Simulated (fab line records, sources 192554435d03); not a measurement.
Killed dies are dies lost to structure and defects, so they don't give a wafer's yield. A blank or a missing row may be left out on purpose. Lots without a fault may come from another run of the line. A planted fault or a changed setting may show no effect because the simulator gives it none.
Split-lot experiment | flow n5_finfet | 7 lots, 21 wafers read, on a route of 1938 steps

THE SPLIT
At N5_WELL_APT_EXPOSE_05 (exposes mask NWELL, defocus 0 nm, target cd 200 nm), the setting dose_mj was moved away from the recipe's 20.3 on 3 of the 21 wafers read, by +3.8% to +6.0%. The other wafers ran this setting at the recipe's value.

FROM THE SPLIT TO THE READING: what the file shows between them, 3 steps
- N5_WELL_APT_PEB_06: peb time 90 s
- N5_WELL_APT_DEVELOP_07: develop time 45 s
- N5_WELL_APT_HARDBAKE_12: time 120 s

THE READING
cd_nm, in nm, at N5_WELL_APT_CD_MEAS_08 (target cd 200 nm). Fault-free wafers of this fab line usually give 200.4 nm, standard deviation 1 nm.

wafer  | tool, chamber at the split | dose_mj as run | against the recipe | cd_nm, nm | against lot-mates on the recipe
L074.1 | krf_scanner-01, 0          | 20.3           | recipe             | 199.5     | -
L074.4 | krf_scanner-01, 0          | 20.3           | recipe             | 199.9     | -
L074.5 | krf_scanner-01, 0          | 20.3           | recipe             | 199.2     | -
L077.1 | krf_scanner-02, 0          | 20.3           | recipe             | 198.9     | -
L077.3 | krf_scanner-02, 0          | 21.08          | +3.8%              | 206.0     | +6.1
L077.5 | krf_scanner-02, 0          | 20.3           | recipe             | 201.0     | -
L079.2 | krf_scanner-02, 0          | 20.3           | recipe             | 201.7     | -
L079.4 | krf_scanner-02, 0          | 20.3           | recipe             | 200.9     | -
L079.6 | krf_scanner-02, 0          | 20.3           | recipe             | 199.1     | -
L080.2 | krf_scanner-01, 0          | 20.3           | recipe             | 200.9     | -
L080.4 | krf_scanner-01, 0          | 20.3           | recipe             | 201.2     | -
L080.5 | krf_scanner-01, 0          | 20.3           | recipe             | 200.9     | -
L083.1 | krf_scanner-02, 0          | 20.3           | recipe             | 197.2     | -
L083.4 | krf_scanner-02, 0          | 21.51          | +6.0%              | 209.1     | +10.7
L083.6 | krf_scanner-02, 0          | 20.3           | recipe             | 199.7     | -
L094.1 | krf_scanner-02, 0          | 20.3           | recipe             | 200.5     | -
L094.3 | krf_scanner-02, 0          | 20.3           | recipe             | 198.2     | -
L094.6 | krf_scanner-02, 0          | 20.3           | recipe             | 200.6     | -
L095.2 | krf_scanner-01, 0          | 20.3           | recipe             | 198.5     | -
L095.3 | krf_scanner-01, 0          | 21.25          | +4.7%              | 206.7     | +7.6
L095.5 | krf_scanner-01, 0          | 20.3           | recipe             | 199.6     | -

THE FIT
A straight line over all 21 wafers: cd_nm changes by +1.53 nm for each +1% of dose_mj; r = +0.92; the points scatter about the line by 1.1 nm.
The same after taking each lot's own level away (the mean of its wafers on the recipe; 21 wafers): +1.7 nm for each +1%; r = +0.96; scatter 0.86 nm.
On that fit, the largest move of dose_mj shifts the reading by 10 nm.
The lots' own levels span 198.45 to 201.00 nm, that is 2.6 times the standard deviation above.
So the lot-to-lot level changes the slope little: the two slopes agree.
Check: with one of the wafers moved furthest among these (+6.0%) left out of the fit, the line predicts +9.6 nm for it against its lot-mates. It came out at +10.7 nm against them.

OTHER SPLITS ON THESE WAFERS
These wafers also went through other splits before the reading. Each is held against what the fit with the lots' levels taken away leaves over:
other split on the same wafers | wafers away from the commonest value | r with cd_nm (lot level and that fit taken away)
N5_ZERO_LAYER_ETCH_18 icp_w    | 8                                    | +0.00
N5_WELL_APT_COAT_02 spin_rpm   | 10                                   | +0.34

THE WHOLE CHAIN: every reading that the file lists as answering this split, in the file's order
step                   | what it does             | reading                                                         | change (the file's fit)              | r (the file's)
N5_WELL_APT_CD_MEAS_08 | target cd 200 nm         | cd_nm                                                           | +1.69 nm for each +1% of the setting | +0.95
N5_WELL_APT_DESCUM_13  | chemistry O2, time 7.9 s | WELL_APT.cd_nm (the simulator's own value, which no gauge read) | +1.69 nm for each +1% of the setting | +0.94

THE FILE'S OWN FIT
cd_nm changes by +1.69 nm for each +1% of dose_mj, r = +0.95.
